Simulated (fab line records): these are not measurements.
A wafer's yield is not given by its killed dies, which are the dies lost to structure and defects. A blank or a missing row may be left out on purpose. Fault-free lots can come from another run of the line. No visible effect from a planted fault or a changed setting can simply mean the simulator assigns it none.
Split-lot study / flow n5-finfet / 7 lots, 39 wafers read, on a route of 1938 steps

ON THE SPLIT
At N5_FIN_SAQP_HM_DEP_03 (deposits SiNx from SiH4/NH3/N2, target thk 38 nm, time 33.6 s), the setting target-thk-a was moved away from the recipe's 380 angstrom on 15 of the 39 wafers read, by -55.7% to +45.3%. All remaining wafers had this setting at the recipe value.

FROM THE SPLIT TO THE READING: what the file shows between them, 4 steps
- N5_FIN_SAQP_THK_MEAS_05
- N5_FIN_SAQP_PECVD_47: deposits a-Si from SiH4/He, target thk 45 nm, time 36.3 s
- N5_FIN_SAQP_PECVD_48: deposits SiNx from SiH4/NH3/N2, target thk 25 nm, time 22.1 s
- N5_FIN_SAQP_MANDREL2_REMOVE_60: chemistry HBr/Cl2/O2, target a-Si, stops on SiNx, bt time 10 s

THE READING
etch.depth-nm (the simulator's own value, which no gauge read), in nm, at N5_FIN_SAQP_HM_OPEN_33 (chemistry CH3F/O2, target SiNx, target depth 49.4 nm, time 70.6 s). There is no usual value for it anywhere in the file. Here, 24 wafers ran the recipe; their average is 37.35 nm with a standard deviation of 0.62 nm.

wafer=L077.1; tool, chamber at the split=pecvd-02, 0; target-thk-a as run, angstrom=552.3; against the recipe=+45.3%; etch.depth-nm, nm=53.73; against lot-mates on the recipe=+17.08
wafer=L077.2; tool, chamber at the split=pecvd-02, 2; target-thk-a as run, angstrom=380; against the recipe=recipe; etch.depth-nm, nm=36.64; against lot-mates on the recipe=-
wafer=L077.3; tool, chamber at the split=pecvd-02, 1; target-thk-a as run, angstrom=380; against the recipe=recipe; etch.depth-nm, nm=36.4; against lot-mates on the recipe=-
wafer=L077.4; tool, chamber at the split=pecvd-02, 0; target-thk-a as run, angstrom=552.3; against the recipe=+45.3%; etch.depth-nm, nm=54.23; against lot-mates on the recipe=+17.58
wafer=L077.5; tool, chamber at the split=pecvd-02, 1; target-thk-a as run, angstrom=552.3; against the recipe=+45.3%; etch.depth-nm, nm=54.57; against lot-mates on the recipe=+17.92
wafer=L077.6; tool, chamber at the split=pecvd-02, 2; target-thk-a as run, angstrom=380; against the recipe=recipe; etch.depth-nm, nm=36.92; against lot-mates on the recipe=-
wafer=L079.1; tool, chamber at the split=pecvd-04, 0; target-thk-a as run, angstrom=445.3; against the recipe=+17.2%; etch.depth-nm, nm=43.81; against lot-mates on the recipe=+5.91
wafer=L079.2; tool, chamber at the split=pecvd-04, 2; target-thk-a as run, angstrom=380; against the recipe=recipe; etch.depth-nm, nm=37.41; against lot-mates on the recipe=-
wafer=L079.3; tool, chamber at the split=pecvd-04, 1; target-thk-a as run, angstrom=445.3; against the recipe=+17.2%; etch.depth-nm, nm=43.45; against lot-mates on the recipe=+5.55
wafer=L079.4; tool, chamber at the split=pecvd-04, 1; target-thk-a as run, angstrom=445.3; against the recipe=+17.2%; etch.depth-nm, nm=45.19; against lot-mates on the recipe=+7.29
wafer=L079.5; tool, chamber at the split=pecvd-04, 0; target-thk-a as run, angstrom=380; against the recipe=recipe; etch.depth-nm, nm=37.93; against lot-mates on the recipe=-
wafer=L079.6; tool, chamber at the split=pecvd-04, 2; target-thk-a as run, angstrom=380; against the recipe=recipe; etch.depth-nm, nm=38.37; against lot-mates on the recipe=-
wafer=L081.1; tool, chamber at the split=pecvd-04, 1; target-thk-a as run, angstrom=380; against the recipe=recipe; etch.depth-nm, nm=36.4; against lot-mates on the recipe=-
wafer=L081.2; tool, chamber at the split=pecvd-04, 2; target-thk-a as run, angstrom=524.7; against the recipe=+38.1%; etch.depth-nm, nm=51.53; against lot-mates on the recipe=+14.84
wafer=L081.3; tool, chamber at the split=pecvd-04, 0; target-thk-a as run, angstrom=380; against the recipe=recipe; etch.depth-nm, nm=36.26; against lot-mates on the recipe=-
wafer=L081.4; tool, chamber at the split=pecvd-04, 1; target-thk-a as run, angstrom=524.7; against the recipe=+38.1%; etch.depth-nm, nm=51.68; against lot-mates on the recipe=+14.99
wafer=L081.5; tool, chamber at the split=pecvd-04, 0; target-thk-a as run, angstrom=380; against the recipe=recipe; etch.depth-nm, nm=37.4; against lot-mates on the recipe=-
wafer=L081.6; tool, chamber at the split=pecvd-04, 2; target-thk-a as run, angstrom=524.7; against the recipe=+38.1%; etch.depth-nm, nm=51.83; against lot-mates on the recipe=+15.14
wafer=L086.3; tool, chamber at the split=pecvd-04, 1; target-thk-a as run, angstrom=380; against the recipe=recipe; etch.depth-nm, nm=36.78; against lot-mates on the recipe=-
wafer=L086.4; tool, chamber at the split=pecvd-04, 2; target-thk-a as run, angstrom=380; against the recipe=recipe; etch.depth-nm, nm=37.37; against lot-mates on the recipe=-
wafer=L086.6; tool, chamber at the split=pecvd-04, 1; target-thk-a as run, angstrom=380; against the recipe=recipe; etch.depth-nm, nm=37.78; against lot-mates on the recipe=-
wafer=L087.1; tool, chamber at the split=pecvd-01, 1; target-thk-a as run, angstrom=380; against the recipe=recipe; etch.depth-nm, nm=37.15; against lot-mates on the recipe=-
wafer=L087.2; tool, chamber at the split=pecvd-01, 0; target-thk-a as run, angstrom=168.5; against the recipe=-55.7%; etch.depth-nm, nm=16.04; against lot-mates on the recipe=-21.20
wafer=L087.3; tool, chamber at the split=pecvd-01, 2; target-thk-a as run, angstrom=380; against the recipe=recipe; etch.depth-nm, nm=36.99; against lot-mates on the recipe=-
wafer=L087.4; tool, chamber at the split=pecvd-01, 2; target-thk-a as run, angstrom=380; against the recipe=recipe; etch.depth-nm, nm=37.58; against lot-mates on the recipe=-
wafer=L087.5; tool, chamber at the split=pecvd-01, 1; target-thk-a as run, angstrom=168.5; against the recipe=-55.7%; etch.depth-nm, nm=16.27; against lot-mates on the recipe=-20.97
wafer=L087.6; tool, chamber at the split=pecvd-01, 0; target-thk-a as run, angstrom=168.5; against the recipe=-55.7%; etch.depth-nm, nm=16.47; against lot-mates on the recipe=-20.77
wafer=L088.1; tool, chamber at the split=pecvd-04, 1; target-thk-a as run, angstrom=380; against the recipe=recipe; etch.depth-nm, nm=36.92; against lot-mates on the recipe=-
wafer=L088.2; tool, chamber at the split=pecvd-04, 0; target-thk-a as run, angstrom=380; against the recipe=recipe; etch.depth-nm, nm=36.96; against lot-mates on the recipe=-
wafer=L088.3; tool, chamber at the split=pecvd-04, 2; target-thk-a as run, angstrom=380; against the recipe=recipe; etch.depth-nm, nm=37.29; against lot-mates on the recipe=-
wafer=L088.4; tool, chamber at the split=pecvd-04, 0; target-thk-a as run, angstrom=380; against the recipe=recipe; etch.depth-nm, nm=37.78; against lot-mates on the recipe=-
wafer=L088.5; tool, chamber at the split=pecvd-04, 2; target-thk-a as run, angstrom=380; against the recipe=recipe; etch.depth-nm, nm=37.98; against lot-mates on the recipe=-
wafer=L088.6; tool, chamber at the split=pecvd-04, 1; target-thk-a as run, angstrom=380; against the recipe=recipe; etch.depth-nm, nm=37.94; against lot-mates on the recipe=-
wafer=L097.1; tool, chamber at the split=pecvd-04, 1; target-thk-a as run, angstrom=448.2; against the recipe=+17.9%; etch.depth-nm, nm=44.36; against lot-mates on the recipe=+6.30
wafer=L097.2; tool, chamber at the split=pecvd-04, 2; target-thk-a as run, angstrom=380; against the recipe=recipe; etch.depth-nm, nm=37.5; against lot-mates on the recipe=-
wafer=L097.3; tool, chamber at the split=pecvd-04, 0; target-thk-a as run, angstrom=448.2; against the recipe=+17.9%; etch.depth-nm, nm=44.56; against lot-mates on the recipe=+6.50
wafer=L097.4; tool, chamber at the split=pecvd-04, 1; target-thk-a as run, angstrom=448.2; against the recipe=+17.9%; etch.depth-nm, nm=44.62; against lot-mates on the recipe=+6.56
wafer=L097.5; tool, chamber at the split=pecvd-04, 0; target-thk-a as run, angstrom=380; against the recipe=recipe; etch.depth-nm, nm=38.02; against lot-mates on the recipe=-
wafer=L097.6; tool, chamber at the split=pecvd-04, 2; target-thk-a as run, angstrom=380; against the recipe=recipe; etch.depth-nm, nm=38.65; against lot-mates on the recipe=-

THE FIT
A straight line over all 39 wafers: etch.depth-nm changes by +0.378 nm for each +1% of target-thk-a; r = +1.00; the points scatter about the line by 0.58 nm.
The same after taking each lot's own level away (the mean of its wafers on the recipe; 39 wafers): +0.382 nm for each +1%; r = +1.00; scatter 0.46 nm.
That fit puts the effect of the largest move of target-thk-a on the reading at 21 nm.
The lots' own levels span 36.653 to 38.057 nm, that is 2.3 times the standard deviation above.
Consequently the slope shifts little with the lot-to-lot level, the two slopes agreeing.
Check: with one of the wafers moved furthest among these (-55.7%) left out of the fit, the line predicts -21.2 nm for it against its lot-mates. Against them it came out at -21.2 nm.

THE WHOLE CHAIN: every reading that the file lists as answering this split, in the file's order
step=N5_FIN_SAQP_HM_DEP_03; what it does=deposits SiNx from SiH4/NH3/N2, target thk 38 nm, time 33.6 s; reading=SiNx_of_FIN_SAQP_HM_DEP_03.thk-nm (the simulator's own value, which no gauge read); change (the file's fit)=+0.381 nm for each +1% of the setting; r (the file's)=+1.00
step=N5_FIN_SAQP_THK_MEAS_05; what it does=; reading=thk-nm; change (the file's fit)=withheld for each +1% of the setting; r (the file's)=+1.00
step=N5_FIN_SAQP_HM_OPEN_33; what it does=chemistry CH3F/O2, target SiNx, target depth 49.4 nm, time 70.6 s; reading=etch-rf-on-time-s; change (the file's fit)=withheld for each +1% of the setting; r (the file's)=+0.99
step=N5_FIN_SAQP_HM_OPEN_33; what it does=chemistry CH3F/O2, target SiNx, target depth 49.4 nm, time 70.6 s; reading=etch.depth-nm (the simulator's own value, which no gauge read); change (the file's fit)=+0.382 nm for each +1% of the setting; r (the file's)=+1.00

FILE'S OWN FIT
etch.depth-nm changes by +0.382 nm for each +1% of target-thk-a, r = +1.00.
